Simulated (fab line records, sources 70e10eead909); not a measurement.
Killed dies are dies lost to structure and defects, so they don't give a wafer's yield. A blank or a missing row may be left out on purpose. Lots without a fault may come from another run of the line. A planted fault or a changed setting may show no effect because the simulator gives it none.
fab line records | flow nand_harc
record lots=14 wafers=42 last_day=25
route steps=1159 shown A_SOURCE_PLATE@420 A_ONON_D1@429 END@1159
lots that met no fault: from a run of the same line without faults
start_h: hours from the record's first day to the start of the lot's first wafer shown | wait_h: hours since the lot's step before | " the same as in the row above | L1.1+2: a row that stands for several wafers | - no value, or no start given | * or withheld: withheld | < > ~ a bound
route shown NAME@n: a module of which the file shows steps, and the number in the route of the first | usual: mean/standard deviation of fault-free wafers | same: alike in all rows | chamber/n: place in a boat | sites: the reading at each site | _std_site: their standard deviation | _edge_site: outer sites' mean less inner sites' | radius_mm: how far each site lies from the wafer's centre | mask NAME#n: copy n | behind: the tool/chamber that last shaped the wafer | hold: why the lot was held/for how many hours/how that ended | device: the transistor (n, p or np) that didn't switch | end of line: the same wafers' tests at the end of the route | a step without rows: its recipe alone | killed: dies lost to structure and defects at the first sort, not the wafer's yield | map: a wafer's dies, x killed, . not, _ none there
set.NAME: the setting as run; set.NAME@STEP: as run at that earlier step | model.NAME: the simulator's own value behind a step, which no gauge read
steps of the route over a sample of lots; a table a step, a row a wafer
services: from which hour (start_h, from the record's first day; less than 0 if before it) a tool's chamber was out of use, for how many hours, and why
## steps
# step NHARC_A_SOURCE_PLATE_THK_MEAS_06
# recipe thk_meas_gauge=ellipsometry
# usual thk_nm=199.3/2
# columns lot.wafer tool chamber start_h wait_h thk_nm
L773.2 film_metro-01 - 155.70 0.4 199.7
L773.3 " - " " 202.9
L773.5 " - " " 203.3
L774.2 film_metro-02 - 172.27 0.4 198.1
L774.3 " - " " 198.3
L774.4 " - " " 197.8
L775.1 film_metro-01 - 172.27 0.4 198.3
L775.3 " - " " 196.2
L775.6 " - " " 198.3
L777.1 film_metro-01 - 182.62 0.4 196.2
L777.3 " - " " 197.1
L777.5 " - " " 199.6
L778.1 film_metro-02 - 194.73 0.4 201.1
L778.5 " - " " 197.4
L778.6 " - " " 197.9
L780.3 film_metro-01 - 198.92 0.4 197.0
L780.4 " - " " 199.2
L780.6 " - " " 197.9
L783.3 film_metro-01 - 208.19 0.4 199.4
L783.4 " - " " 201.0
L783.6 " - " " 199.7
L784.2 film_metro-01 - 233.67 0.4 200.3
L784.3 " - " " 200.5
L784.6 " - " " 201.1
L785.2 film_metro-01 - 233.67 0.4 198.0
L785.3 " - " " 197.9
L785.5 " - " " 199.2
L788.1 film_metro-01 - 252.20 0.4 200.8
L788.3 " - " " 202.4
L788.4 " - " " 202.4
L790.4 film_metro-01 - 258.25 0.4 198.0
L790.5 " - " " 199.8
L790.6 " - " " 198.7
L789.3 film_metro-02 - 258.27 0.4 199.0
L789.5 " - " " 197.3
L789.6 " - " " 197.6
L791.3 film_metro-02 - 262.67 0.4 203.4
L791.4 " - " " 201.1
L791.6 " - " " 203.8
L795.1 film_metro-02 - 296.62 0.4 196.7
L795.2 " - " " 198.8
L795.4 " - " " 197.9
# step NHARC_A_SOURCE_PLATE_INSPECT_08
# usual raw_defect_count=57/23
# columns lot.wafer tool chamber start_h wait_h raw_defect_count
L773.2 defect_inspect-01 - 155.78 0.0 60
L773.3 " - " " 66
L773.5 " - " " 42
L774.2 defect_inspect-02 - 172.33 0.0 159
L774.3 " - " " 115
L774.4 " - " " 112
L775.1 defect_inspect-02 - 172.34 0.0 71
L775.3 " - " " 37
L775.6 " - " " 47
L777.1 defect_inspect-01 - 182.75 0.0 42
L777.3 " - " " 60
L777.5 " - " " 43
L778.1 defect_inspect-02 - 194.80 0.0 54
L778.5 " - " " 79
L778.6 " - " " 96
L780.3 defect_inspect-02 - 199.00 0.0 43
L780.4 " - " " 41
L780.6 " - " " 37
L783.3 defect_inspect-01 - 208.25 0.0 54
L783.4 " - " " 48
L783.6 " - " " 65
L784.2 defect_inspect-01 - 233.73 0.0 70
L784.3 " - " " 57
L784.6 " - " " 59
L785.2 defect_inspect-01 - 233.76 0.0 36
L785.3 " - " " 57
L785.5 " - " " 53
L788.1 defect_inspect-01 - 252.31 0.0 62
L788.3 " - " " 66
L788.4 " - " " 45
L790.4 defect_inspect-01 - 258.31 0.0 54
L790.5 " - " " 46
L790.6 " - " " 36
L789.3 defect_inspect-02 - 258.35 0.0 21
L789.5 " - " " 31
L789.6 " - " " 36
L791.3 defect_inspect-02 - 262.73 0.0 45
L791.4 " - " " 59
L791.6 " - " " 37
L795.1 defect_inspect-02 - 296.68 0.0 36
L795.2 " - " " 36
L795.4 " - " " 30
# step NHARC_A_ONON_D1_THK_MEAS_08
# recipe thk_meas_gauge=ellipsometry
# usual thk_nm=998/9.4
# columns lot.wafer tool chamber start_h wait_h thk_nm
L773.2 film_metro-01 - 157.74 - 997
L773.3 " - " " 998
L773.5 " - " " 999
L774.2 film_metro-02 - 174.04 - 1001
L774.3 " - " " 998
L774.4 " - " " 999
L775.1 film_metro-02 - 174.05 - 993
L775.3 " - " " 991
L775.6 " - " " 991
L777.1 film_metro-01 - 184.45 - 1010
L777.3 " - " " 1010
L777.5 " - " " 1010
L778.1 film_metro-02 - 196.49 - 999
L778.5 " - " " 1000
L778.6 " - " " 1001
L780.3 film_metro-02 - 200.74 - 999
L780.4 " - " " 1000
L780.6 " - " " 998
L783.3 film_metro-02 - 209.96 - 1018
L783.4 " - " " 1017
L783.6 " - " " 1016
L784.2 film_metro-01 - 235.45 - 999
L784.3 " - " " 1000
L784.6 " - " " 1001
L785.2 film_metro-01 - 235.47 - 994
L785.3 " - " " 995
L785.5 " - " " 994
L788.1 film_metro-02 - 254.04 - 993
L788.3 " - " " 993
L788.4 " - " " 992
L790.4 film_metro-02 - 260.02 - 998
L790.5 " - " " 999
L790.6 " - " " 998
L789.3 film_metro-01 - 260.06 - 1000
L789.5 " - " " 998
L789.6 " - " " 999
L791.3 film_metro-02 - 264.45 - 1001
L791.4 " - " " 1002
L791.6 " - " " 1003
L795.1 film_metro-01 - 298.39 - 1005
L795.2 " - " " 1005
L795.4 " - " " 1004
# step NHARC_A_ONON_D1_DEP_22
# recipe target_thk_a=10000 n2_flow_sccm=2750 n2o_flow_sccm=2000 nh3_flow_sccm=500 sih4_flow_sccm=210 temp_c=400
# usual n2o_flow_sccm=2002/5.7
# columns lot.wafer tool chamber start_h wait_h n2o_flow_sccm
L773.2 pecvd_onon-02 0 170.12 0.1 1998
L773.3 " 0 " " 1991
L773.5 " 0 " " 1993
L774.2 pecvd_onon-02 0 186.12 0.1 2005
L774.3 " 0 " " 2012
L774.4 " 0 " " 1999
L775.1 pecvd_onon-03 0 186.19 0.1 2008
L775.3 " 0 " " 2001
L775.6 " 0 " " 1997
L777.1 pecvd_onon-02 0 195.11 0.1 2000
L777.3 " 0 " " 1997
L777.5 " 0 " " 1995
L778.1 pecvd_onon-03 0 205.43 0.1 2003
L778.5 " 0 " " 1993
L778.6 " 0 " " 2000
L780.3 pecvd_onon-04 0 215.63 0.3 2006
L780.4 " 0 " " 2013
L780.6 " 0 " " 2000
L783.3 pecvd_onon-02 0 220.04 0.2 1997
L783.4 " 0 " " 2002
L783.6 " 0 " " 2011
L785.2 pecvd_onon-02 0 244.38 0.1 2000
L785.3 " 0 " " 2004
L785.5 " 0 " " 2004
L784.2 pecvd_onon-02 0 244.73 0.1 1995
L784.3 " 0 " " 2002
L784.6 " 0 " " 2000
L788.1 pecvd_onon-04 0 265.27 0.1 2000
L788.3 " 0 " " 2000
L788.4 " 0 " " 1996
L789.3 pecvd_onon-02 0 269.05 0.2 2003
L789.5 " 0 " " 1990
L789.6 " 0 " " 2012
L790.4 pecvd_onon-04 0 269.10 0.2 1999
L790.5 " 0 " " 1994
L790.6 " 0 " " 2005
L791.3 pecvd_onon-02 0 273.43 0.2 1997
L791.4 " 0 " " 2001
L791.6 " 0 " " 1995
L795.1 pecvd_onon-04 0 310.13 0.2 2002
L795.2 " 0 " " 1997
L795.4 " 0 " " 2002
# step NHARC_A_ONON_D1_THK_MEAS_24
# recipe thk_meas_gauge=ellipsometry
# usual thk_nm=1000/8.3
# columns lot.wafer tool chamber start_h wait_h thk_nm
L773.2 film_metro-02 - 170.58 - 1006
L773.3 " - " " 1007
L773.5 " - " " 1005
L774.2 film_metro-01 - 186.57 - 1003
L774.3 " - " " 1002
L774.4 " - " " 1001
L775.1 film_metro-02 - 186.69 - 1008
L775.3 " - " " 1007
L775.6 " - " " 1006
L777.1 film_metro-02 - 195.62 - 992
L777.3 " - " " 989
L777.5 " - " " 992
L778.1 film_metro-01 - 205.94 - 1001
L778.5 " - " " 1000
L778.6 " - " " 1000
L780.3 film_metro-01 - 216.02 - 1001
L780.4 " - " " 1001
L780.6 " - " " 1002
L783.3 film_metro-01 - 220.43 - 997
L783.4 " - " " 997
L783.6 " - " " 998
L785.2 film_metro-01 - 244.83 - 1002
L785.3 " - " " 1002
L785.5 " - " " 1002
L784.2 film_metro-02 - 245.18 - 989
L784.3 " - " " 990
L784.6 " - " " 992
L788.1 film_metro-02 - 265.78 - 1010
L788.3 " - " " 1009
L788.4 " - " " 1010
L790.4 film_metro-02 - 269.43 - 996
L790.5 " - " " 996
L790.6 " - " " 993
L789.3 film_metro-01 - 269.45 - 1429
L789.5 " - " " 1431
L789.6 " - " " 1430
L791.3 film_metro-02 - 273.82 - 1423
L791.4 " - " " 1424
L791.6 " - " " 1424
L795.1 film_metro-02 - 310.64 - 993
L795.2 " - " " 995
L795.4 " - " " 993
# step NHARC_END_SORT_01
# recipe temp_c=25
# usual killed_at_array=26/9.7 killed_at_other=1.0/1.2 killed_at_periphery=3.9/2.6 killed_dies=31/9.7 killed_open=3.2/1.8 killed_short=2.0/1.3
# same gross_dies=677
# columns lot.wafer tool chamber start_h wait_h killed_at_array killed_at_other killed_at_periphery killed_dies killed_open killed_short
L789.3 prober-01 0 543.76 3.1 674 1 2 677 2 0
L789.5 prober-01 0 545.34 3.7 675 1 1 677 4 1
L789.6 prober-01 0 546.13 4.0 670 2 5 677 2 2
L790.4 prober-02 0 544.65 3.4 16 1 7 24 3 4
L790.5 prober-02 0 545.46 3.7 12 0 3 15 1 2
L790.6 prober-02 0 546.26 4.0 19 0 9 28 9 3
L791.3 prober-02 0 551.65 3.1 670 0 7 677 2 2
L791.4 prober-02 0 552.45 3.4 674 0 3 677 1 1
L791.6 prober-02 0 554.04 4.0 671 0 6 677 5 2
L795.2 prober-02 0 588.10 2.8 38 2 10 50 4 4
# killed by level:class
L789.3 A_ONON_D1:area_dep=638 A_CHANNEL_HOLE_D1:chamber_film_flake=25 A_SLIT:chamber_film_flake=8 A_WL_FILL:chamber_film_flake=2 A_BLC:geometric_particle:open=1 STARTING-WAFER:geometric_particle:open=1 P_ZERO_WELL:chamber_film_flake=1 P_M2:chamber_film_flake=1
L790.4 P_M2:chamber_film_flake=5 A_CHANNEL_HOLE_D1:chamber_film_flake=3 A_STAIRCASE:chamber_film_flake=3 A_WL_FILL:chamber_film_flake=2 A_CONTACT:chamber_film_flake=2 P_CONTACT:geometric_particle:short=1 P_M0:geometric_particle:short=1 A_ONON_D1:geometric_particle:open=1
L789.5 A_ONON_D1:area_dep=633 A_CHANNEL_HOLE_D1:chamber_film_flake=22 A_SLIT:chamber_film_flake=14 A_ONON_D1:geometric_particle:short=1 A_CHANNEL_HOLE_D1:geometric_particle:open=1 A_WL_FILL:geometric_particle:open=1 A_CONTACT:geometric_particle:open=1 A_M1:geometric_particle:open=1
L790.5 A_CHANNEL_HOLE_D1:chamber_film_flake=7 P_GATE:chamber_film_flake=2 P_M1:geometric_particle:open=1 A_ONON_D1:geometric_particle:short=1 A_CHANNEL_HOLE_D1:geometric_particle:short=1 A_STAIRCASE:chamber_film_flake=1 A_SLIT:chamber_film_flake=1 A_CONTACT:chamber_film_flake=1
L789.6 A_ONON_D1:area_dep=632 A_CHANNEL_HOLE_D1:chamber_film_flake=19 A_SLIT:chamber_film_flake=12 P_M2:chamber_film_flake=4 A_WL_FILL:chamber_film_flake=3 A_CHANNEL_FILL_D1:geometric_particle:short=2 THIN_TSV:chamber_film_flake=2 A_CHANNEL_FILL_D1:geometric_particle:open=1
L790.6 P_M2:chamber_film_flake=8 A_CONTACT:geometric_particle:open=3 A_CHANNEL_HOLE_D1:chamber_film_flake=3 A_SLIT:chamber_film_flake=3 A_BLC:geometric_particle:open=2 P_CONTACT:geometric_particle:open=1 A_ONON_D1:geometric_particle:short=1 A_CHANNEL_FILL_D1:geometric_particle:short=1
L791.3 A_ONON_D1:area_dep=656 P_GATE:chamber_film_flake=4 A_CONTACT:chamber_film_flake=4 A_CHANNEL_HOLE_D1:chamber_film_flake=3 A_STAIRCASE:chamber_film_flake=2 A_M1:chamber_film_flake=2 P_CONTACT:geometric_particle:short=1 P_CONTACT:geometric_particle:open=1
L791.4 A_ONON_D1:area_dep=659 A_CONTACT:chamber_film_flake=7 P_GATE:chamber_film_flake=3 A_CHANNEL_HOLE_D1:chamber_film_flake=2 A_STAIRCASE:chamber_film_flake=2 A_M0:geometric_particle:open=1 A_M0:geometric_particle:short=1 A_CHANNEL_FILL_D1:chamber_film_flake=1
L791.6 A_ONON_D1:area_dep=651 A_CHANNEL_HOLE_D1:chamber_film_flake=8 P_GATE:chamber_film_flake=4 A_STAIRCASE:chamber_film_flake=4 A_CONTACT:chamber_film_flake=3 A_CONTACT:geometric_particle:open=2 P_STI:geometric_particle:open=1 P_GATE:geometric_particle:open=1
L795.2 A_SLIT:chamber_film_flake=14 A_CHANNEL_HOLE_D1:chamber_film_flake=9 A_CONTACT:chamber_film_flake=4 P_STI:chamber_film_flake=3 P_GATE:chamber_film_flake=3 A_STAIRCASE:chamber_film_flake=3 A_CHANNEL_FILL_D1:geometric_particle:short=2 P_M0:chamber_film_flake=2
## services
# columns tool chamber start_h hours kind
pecvd_onon-03 - 153.00 13.0 pm
pecvd_onon-04 - 237.00 13.0 pm
pecvd_onon-02 - 292.00 13.0 pm
## key
first_sign step=NHARC_A_ONON_D1_THK_MEAS_24 reading=thk_nm direction=up sigmas=52 usual=1000 struck=1427
effect step=NHARC_END_SORT_01 reading=killed_at_array direction=up sigmas=67 usual=26 struck=672
more_kills_born_at NHARC_A_ONON_D1_DEP_22@pecvd_onon-02=3869
met_at NHARC_A_ONON_D1_DEP_22
struck_lots L789,L791
later_rows_left_out L789.3,L789.5,L789.6,L791.3,L791.4,L791.6
tester_left_out L789,L791
not_acting_at NHARC_A_SOURCE_PLATE_THK_MEAS_06,NHARC_A_SOURCE_PLATE_INSPECT_08,NHARC_A_ONON_D1_THK_MEAS_08
onset_between 244.73 269.05
fault kind=process_parameter_drift tool=pecvd_onon-02 chamber=- onset_h=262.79 steps=NHARC_A_ONON_D1_DEP_22 channel=target_thk_a offset=* shape=step end_h=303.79 acts_in=* stated=*
# tester_left_out: of these lots the tester's yield and bins aren't shown, on N5 and GAA mostly nor the transistor test; their killed dies are dies lost to structure and defects alone, not to doping, threshold or leakage, so they don't give the yield
# later_rows_left_out: the simulator's readings of these wafers behind a module that went badly wrong aren't trusted and aren't shown, but for the sort
